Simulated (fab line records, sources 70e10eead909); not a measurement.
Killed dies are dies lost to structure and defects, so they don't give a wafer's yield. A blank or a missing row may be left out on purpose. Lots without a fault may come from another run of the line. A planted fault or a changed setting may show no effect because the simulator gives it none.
Chamber matching | flow nand_harc | NHARC_A_CONTACT_ETCH_102 on rie_diel-04: 4 sister chambers
The step etches the open film in CF4/O2, target depth 100 nm, overetch 10 nm, time 55 s. 8 wafers are shown with their chamber, then 12 later ones without.

WAFERS WITH THEIR CHAMBER
wafer  | chamber | drypump_motor_current_A (A) | showerhead_plenum_p_Torr (Torr)
L090.5 | 0       | 5.79                        | 1.28
L091.6 | 1       | 5.70                        | 1.35
L088.4 | 0       | 5.79                        | 1.28
L093.5 | 3       | 5.75                        | 1.37
L093.6 | 1       | 5.66                        | 1.35
L092.4 | 2       | 6.22                        | 1.25
L092.5 | 3       | 5.76                        | 1.36
L092.6 | 2       | 6.22                        | 1.25

WAFERS WITHOUT THEIR CHAMBER
wafer  | drypump_motor_current_A (A) | showerhead_plenum_p_Torr (Torr)
L097.1 | 5.68                        | 1.35
L097.2 | 5.76                        | 1.36
L097.5 | 5.77                        | 1.28
L095.2 | 5.68                        | 1.35
L095.5 | 5.75                        | 1.36
L095.6 | 6.22                        | 1.25
L094.1 | 5.84                        | 1.28
L094.2 | 5.79                        | 1.36
L094.4 | 6.20                        | 1.25
L096.2 | 5.82                        | 1.28
L096.3 | 6.22                        | 1.25
L096.5 | 5.75                        | 1.36

WHICH CHAMBER EACH WENT THROUGH
wafer  | from the rows above | in truth
L097.1 | 1                   | 1
L097.2 | 3                   | 3
L097.5 | 0                   | 0
L095.2 | 1                   | 1
L095.5 | 3                   | 3
L095.6 | 2                   | 2
L094.1 | 0                   | 0
L094.2 | 3                   | 3
L094.4 | 2                   | 2
L096.2 | 0                   | 0
L096.3 | 2                   | 2
L096.5 | 3                   | 3
Placed correctly: 12 of 12. Can't be placed from these rows: 0. Placed wrongly: 0.
How it was worked out, from the rows above alone: a wafer's distance from a chamber is the root of the sum, over the readings, of the square of ((its reading less the chamber's mean) divided by the reading's scatter). The wafer belongs to the nearest chamber; if the next one is less than 2 further off, it can't be placed. A chamber's mean is the mean of its shown wafers. The scatter: the root of (the sum of the squares of (reading less its chamber's mean) over the shown wafers, divided by (wafers less chambers)).
